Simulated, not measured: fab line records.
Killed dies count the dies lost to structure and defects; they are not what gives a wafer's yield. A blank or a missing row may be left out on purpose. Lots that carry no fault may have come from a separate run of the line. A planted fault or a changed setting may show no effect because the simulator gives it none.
A lot that was struck, set against a sound lot ; flow n5Finfet ; 15 steps out of a route of 1938
Sound: wafers L740.3, L740.5, L740.6. Struck: wafers L739.2, L739.6 (left out: L739.1, a lot-mate that was not struck); the cause follows at the end.
Per side, at each step with rows, come the tool, then ch with its chambers, and then its first start. Under that, the readings that differ: sound wafers ; struck wafers ; difference of the means ; sigmas: that difference in standard deviations of wafers without a fault.
alike: words and numbers the same on both sides, and readings whose means are apart by under 2 such deviations; not compared: readings that were withheld, readings missing a value for some wafer, numbers with overlapping values and no deviation given by the record, and bounds like >300 which may hide the same value.
Wherever a step has rows on one side only, a row that says differs or no value, or a row with sigmas, the two part there. Non-overlapping numbers with no deviation appear without sigmas and do not part them. Lack of a reading on every wafer of one side parts them only where that side has two or more wafers.

first, 3 steps without rows for these wafers: N5_BEOL_M9_EXPOSE_25 (exposes mask V8); N5_BEOL_M9_PEB_26 (peb time 60 s); N5_BEOL_M9_DEVELOP_27 (develop time 30 s).
N5_BEOL_M9_CD_MEAS_28: the cd target is 70 nm.
  sound on cdSem-01 ch 0, day 12 02:24; struck on cdSem-02 ch 0, day 11 18:55
  alike: cdNm
N5_BEOL_M9_OVL_MEAS_29:
  sound on overlay-01 ch 0, day 12 02:26; struck on overlay-02 ch 0, day 11 18:57
  alike: V8_OVL
N5_BEOL_M9_INSPECT_30: inspects for defects (brightfield).
  struck on defectInspect-02, day 11 19:01; sound on defectInspect-01, day 12 02:29
  alike: rawDefectCount
N5_BEOL_M9_DESCUM_33: chemistry O2, time 7 s.
  sound on rieDiel-06 ch 1,2, day 12 02:43; struck on rieDiel-03 ch 0, day 11 19:02
  alike: drypumpMotorCurrentA, oesProductAu, rfVppV, showerheadPlenumPTorr, throttleValvePct
  not compared: rfHoursCounterH
N5_BEOL_M9_ETCH_76: etches underlayer in N2/H2, target depth 6.5 nm, time 5.2 s.
  sound on rieDiel-06 ch 1,2, day 12 02:45; struck on rieDiel-03 ch 0, day 11 19:04
  alike: drypumpMotorCurrentA, etchRfOnTimeS, oesProductAu, rfVppV, showerheadPlenumPTorr, throttleValvePct
  not compared: rfHoursCounterH
N5_BEOL_M9_ETCH_65: etches SiARC in CF4, target depth 15.6 nm, time 26 s.
  sound on rieDiel-06 ch 1,2, day 12 02:46; struck on rieDiel-03 ch 0, day 11 19:05
  alike: drypumpMotorCurrentA, etchRfOnTimeS, oesProductAu, rfVppV, showerheadPlenumPTorr, throttleValvePct
  not compared: rfHoursCounterH
N5_BEOL_M9_ETCH_66: etches SOC in N2/H2, target depth 80 nm, overetch 16 nm, time 120 s.
  sound on rieDiel-06 ch 1,2, day 12 02:48; struck on rieDiel-03 ch 0, day 11 19:07
  alike: drypumpMotorCurrentA, oesProductAu, rfVppV, showerheadPlenumPTorr, throttleValvePct
  not compared: rfHoursCounterH
then, 2 steps without rows for these wafers: N5_BEOL_M9_STRIP_69 (strips in N2/H2); N5_BEOL_M9_STRIP_77 (strips in N2/H2).
N5_BEOL_M9_VIA_ETCH_34: etches SiCOH lowk in C4F6/O2, target depth 182.4 nm, time 68.4 s.
  sound on rieDiel-06 ch 1,2, day 12 02:54; struck on rieDiel-03 ch 0, day 11 19:13
reading;sound;struck;difference;sigmas
oesProductAu (a.u.);0.71 0.71 0.67;0.98 0.97;+0.28;+4
model.etch.depthNm (nm);176.1 178.2 178.5;298.3 298.2;+120.7;
model.SOC_of_BEOL_M9_COAT_63.thkNm (nm);51.2 51 51.2;45.8 45.6;-5.4;
  alike: drypumpMotorCurrentA, rfVppV, showerheadPlenumPTorr, throttleValvePct
  not compared: rfHoursCounterH
then, 1 step without rows for these wafers: N5_BEOL_M9_STRIP_73 (strips in C4F6/O2).
N5_PASSIVATION_PROBE_49:
  rows exist in the record for the sound wafers here (prober-01, day 14 11:09), none for the struck ones

## WHERE THEY PART
At N5_BEOL_M9_VIA_ETCH_34 first; at N5_PASSIVATION_PROBE_49 last (within this record only).

WHY: whatever the simulator had introduced
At N5_BEOL_M9_VIA_ETCH_34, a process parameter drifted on rieDiel-03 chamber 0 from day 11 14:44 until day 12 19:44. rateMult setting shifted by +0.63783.
